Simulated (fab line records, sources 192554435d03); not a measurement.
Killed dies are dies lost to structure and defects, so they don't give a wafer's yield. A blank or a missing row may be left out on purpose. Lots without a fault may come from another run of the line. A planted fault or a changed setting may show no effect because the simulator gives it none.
Chamber matching | flow n5_finfet | N5_GATE_CUT_SAC_CAP_01 on ald_sin-02: 4 sister chambers
The step material SiNx, target thk 24 nm, pulse time 1 s, ald cycles 480. 8 wafers are shown with their chamber, then 12 later ones without.

WAFERS WITH THEIR CHAMBER
wafer  | chamber | heater_power_w (W) | precursor_pulse_height_rel
L082.1 | 2       | 749                | 0.975
L082.5 | 2       | 774                | 1.019
L087.2 | 1       | 818                | 1.001
L087.3 | 3       | 846                | 0.996
L087.5 | 1       | 844                | 1.031
L088.1 | 3       | 808                | 1.029
L088.3 | 0       | 904                | 1.019
L088.5 | 0       | 936                | 1.026

WAFERS WITHOUT THEIR CHAMBER
wafer  | heater_power_w (W) | precursor_pulse_height_rel
L090.1 | 799                | 0.997
L090.3 | 821                | 1.013
L090.4 | 944                | 1.007
L092.1 | 829                | 1.025
L092.2 | 777                | 0.969
L092.3 | 833                | 0.992
L093.1 | 939                | 0.979
L093.4 | 832                | 0.994
L093.5 | 765                | 1.022
L095.2 | 765                | 1.005
L095.3 | 937                | 0.996
L095.4 | 832                | 0.950

WHICH CHAMBER EACH WENT THROUGH
wafer  | from the rows above          | in truth
L090.1 | can't be placed: 3 or 1 or 2 | 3
L090.3 | can't be placed: 3 or 1      | 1
L090.4 | 0                            | 0
L092.1 | can't be placed: 1 or 3      | 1
L092.2 | can't be placed: 2 or 3 or 1 | 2
L092.3 | can't be placed: 3 or 1      | 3
L093.1 | 0                            | 0
L093.4 | can't be placed: 3 or 1      | 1
L093.5 | can't be placed: 2 or 3 or 1 | 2
L095.2 | 2                            | 2
L095.3 | 0                            | 0
L095.4 | can't be placed: 3 or 1 or 2 | 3
Placed correctly: 4 of 12. Can't be placed from these rows: 8 (the true chamber is among the candidates in 8). Placed wrongly: 0.
How it was worked out, from the rows above alone: a wafer's distance from a chamber is the root of the sum, over the readings, of the square of ((its reading less the chamber's mean) divided by the reading's scatter). The wafer belongs to the nearest chamber; if the next one is less than 2 further off, it can't be placed. A chamber's mean is the mean of its shown wafers. The scatter: the root of (the sum of the squares of (reading less its chamber's mean) over the shown wafers, divided by (wafers less chambers)).
